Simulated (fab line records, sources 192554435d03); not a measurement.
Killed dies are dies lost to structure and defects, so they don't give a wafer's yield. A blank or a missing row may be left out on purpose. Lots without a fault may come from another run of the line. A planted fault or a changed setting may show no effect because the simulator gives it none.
A struck lot beside a sound one | flow n5_finfet | 36 steps out of a route of 1938
Sound: wafers L673.1, L673.3, L673.4. Struck: wafers L659.3, L659.5, L659.6. The cause comes at the end.
At each step with rows: each side's tool, then ch and its chambers, then its first start. Under that, the readings that differ: sound wafers | struck wafers | difference of the means | sigmas: that difference in standard deviations of wafers without a fault.
alike: readings whose means differ by less than 2 such deviations, and words and numbers that are the same on both sides. not compared: withheld readings, readings that some wafer has no value for, bounds like >300 that may hide the same value, and numbers for which the record gives no deviation and whose values overlap.
The two part at a step that has a row with sigmas, a row that says differs or no value, or rows on one side only. Numbers that don't overlap but have no deviation are shown without sigmas and don't part them. A reading that every wafer of one side lacks parts them only if that side has two wafers or more.

first, 9 steps without rows for these wafers: N5_BEOL_M4_ANNEAL_95 (time 240 s); N5_BEOL_M4_SPUTTER_96 (material Cu, target thk 4.5 nm, time 8.29 s); N5_BEOL_M4_ECD_50 (material Cu, target thk 300 nm); N5_BEOL_M4_ANNEAL_51 (time 90 s); N5_BEOL_M4_CMP_52 (polishes, stops on SiOC, t overpolish 6.8 s, target thk 40 nm); N5_BEOL_M4_PRE_CLEAN_60 (time 15 s); N5_BEOL_M4_CO_CAP_55 (material Co, precursor CCTBA/H2, target thk 2 nm, time 102.1 s); N5_BEOL_M4_PRE_CLEAN_56 (time 15 s); N5_BEOL_M4_DEP_57 (deposits SiCN from 3MS/NH3, target thk 8 nm, time 14 s).
N5_BEOL_M4_RC_MEAS_101:
  sound on prober-02 ch 0, day 14 17:16; struck on prober-02 ch 0, day 10 17:26
  reading       | sound          | struck         | difference | sigmas
  SS_N (mV/dec) | 72.6 71.4 72.2 | 71.0 70.2 70.3 | -1.6       | -2
  alike: DIBL_N, DIBL_P, IOFF_N, IOFF_P, ION_N, ION_P, SS_P, VT_N, VT_P
then, 24 steps without rows for these wafers: N5_BEOL_M5_ILD_DEP_00 (deposits SiCOH lowk from DEMS/porogen, target thk 140.64 nm, time 25.9 s); N5_BEOL_M5_CURE_79 (cures SiCOH lowk, time 240 s); N5_BEOL_M5_PECVD_70 (deposits SiO2 from TEOS/O2, target thk 16 nm, time 18 s); N5_BEOL_M5_HM_DEP_02 (deposits TiN, target thk 20 nm); N5_BEOL_M5_COAT_59 (time 60 s, resist thk 60 nm); N5_BEOL_M5_COAT_60 (time 60 s, resist thk 12 nm); N5_BEOL_M5_COAT_71 (time 60 s, resist thk 5 nm); N5_BEOL_M5_COAT_05 (resist thk 30 nm); N5_BEOL_M5_EBR_07; N5_BEOL_M5_SOFTBAKE_06 (time 60 s); N5_BEOL_M5_EXPOSE_08 (exposes mask M5, target cd 28 nm); N5_BEOL_M5_PEB_09 (peb time 60 s); N5_BEOL_M5_DEVELOP_10 (develop time 30 s); N5_BEOL_M5_DESCUM_16 (chemistry O2, time 7 s); N5_BEOL_M5_ETCH_72 (etches underlayer in N2/H2, target depth 6.5 nm, time 5.2 s); N5_BEOL_M5_ETCH_61 (etches SiARC in CF4, target depth 15.6 nm, time 26 s); N5_BEOL_M5_ETCH_62 (etches SOC in N2/H2, target depth 75 nm, overetch 15 nm, time 112.5 s); N5_BEOL_M5_STRIP_63 (strips in N2/H2); N5_BEOL_M5_STRIP_73 (strips in N2/H2); N5_BEOL_M5_STRIP_64 (strips in CF4); N5_BEOL_M5_HM_OPEN_17 (chemistry Cl2/BCl3, target TiN, target depth 20 nm, overetch 6 nm); N5_BEOL_M5_STRIP_19 (strips in O2); N5_BEOL_M5_COAT_65 (time 60 s, resist thk 60 nm); N5_BEOL_M5_COAT_66 (time 60 s, resist thk 12 nm).
-- the record jumps here: 2 days lie between the struck wafers' starts before and after (it left off in module BEOL_M5 and takes up again in module BEOL_M10, whose first step shown is number 1513 of the route) --
N5_BEOL_M10_ETCH_41: etches SiCN in CH3F/O2, target depth 42.6 nm, time 86 s.
  sound on rie_diel-04 ch 0,1,2, day 16 21:54; struck on rie_diel-03 ch 0,2,3, day 13 02:01
  no value came back on the struck wafers for any of 8 readings (CH3F_flow_sccm (sccm), O2_flow_sccm (sccm) and others); on the sound wafers CH3F_flow_sccm (sccm) reads 30.21 30.07 29.83
-- the record jumps here: 2 days lie between the struck wafers' starts before and after (it left off in module BEOL_M10 and takes up again in module PASSIVATION, whose first step shown is number 1936 of the route) --
N5_PASSIVATION_PROBE_49:
  sound on prober-02, day 19 07:16; struck on prober-01, day 15 05:50
  reading                  | sound          | struck         | difference | sigmas
  defect_limited_yield (%) | 90.3 94.1 91.7 | 0 0 0          | -92        | -71
  killed_at_M4_up          | 7 8 3          | 1073 1078 1097 | +1077      | +99 or more
  killed_dies              | 115 70 98      | 1180 1180 1180 | +1086      | +68
  killed_on_rim            | 15 13 13       | 152 152 152    | +138       | +35
  sort_bin_5_function (%)  | 6.2 4.3 4.7    | 96.2 96.0 96.4 | +91.1      | +99 or more
  sort_n_pass              | 1065 1110 1082 | 0 0 0          | -1086      | -68
  sort_yield_pct (%)       | 90.3 94.1 91.7 | 0 0 0          | -92        | -71
  alike: killed_at_M0_to_M3, killed_at_contacts, killed_at_front_end, killed_at_other, killed_open, killed_short, sort_bin_6_memory

WHERE THEY PART
First at N5_BEOL_M4_RC_MEAS_101; last, within this record, at N5_PASSIVATION_PROBE_49.

WHY: what the simulator had put in
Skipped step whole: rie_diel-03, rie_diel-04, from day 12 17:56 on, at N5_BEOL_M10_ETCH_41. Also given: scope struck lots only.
